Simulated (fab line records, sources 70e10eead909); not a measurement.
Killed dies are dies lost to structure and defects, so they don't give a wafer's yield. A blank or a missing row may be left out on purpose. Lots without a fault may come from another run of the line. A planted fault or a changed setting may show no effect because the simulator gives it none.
Chamber matching | flow nand_harc | NHARC_A_M0_ETCH_34 on rie_diel-06: 4 sister chambers
The step etches the open film in N2/H2, target depth 40 nm, overetch 12 nm, time 43.94 s. 4 wafers are shown with their chamber, then 9 later ones without.

WAFERS WITH THEIR CHAMBER
wafer  | chamber | rf_vpp_V (V)
L088.4 | 3       | 431.0
L088.5 | 2       | 434.6
L092.2 | 1       | 431.4
L092.5 | 0       | 430.5

WAFERS WITHOUT THEIR CHAMBER
wafer  | rf_vpp_V (V)
L095.2 | 433.7
L095.3 | 431.7
L095.6 | 431.7
L094.1 | 433.0
L094.2 | 433.8
L094.6 | 432.7
L096.1 | 430.1
L096.3 | 434.7
L096.4 | 431.5

WHICH CHAMBER EACH WENT THROUGH
wafer  | from the rows above               | in truth
L095.2 | can't be placed: 2 or 1           | 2
L095.3 | can't be placed: 1 or 3 or 0      | 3
L095.6 | can't be placed: 1 or 3 or 0      | 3
L094.1 | can't be placed: 1 or 2 or 3 or 0 | 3
L094.2 | can't be placed: 2 or 1           | 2
L094.6 | can't be placed: 1 or 3 or 2 or 0 | 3
L096.1 | can't be placed: 0 or 3 or 1      | 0
L096.3 | 2                                 | 2
L096.4 | can't be placed: 1 or 3 or 0      | 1
Placed correctly: 1 of 9. Can't be placed from these rows: 8 (the true chamber is among the candidates in 8). Placed wrongly: 0.
How it was worked out, from the rows above alone: a wafer's distance from a chamber is the root of the sum, over the readings, of the square of ((its reading less the chamber's mean) divided by the reading's scatter). The wafer belongs to the nearest chamber; if the next one is less than 2 further off, it can't be placed. A chamber's mean is the mean of its shown wafers. The scatter: with one shown wafer a chamber, the root of the mean of the squares of how far each hidden wafer lies from its nearest shown one.
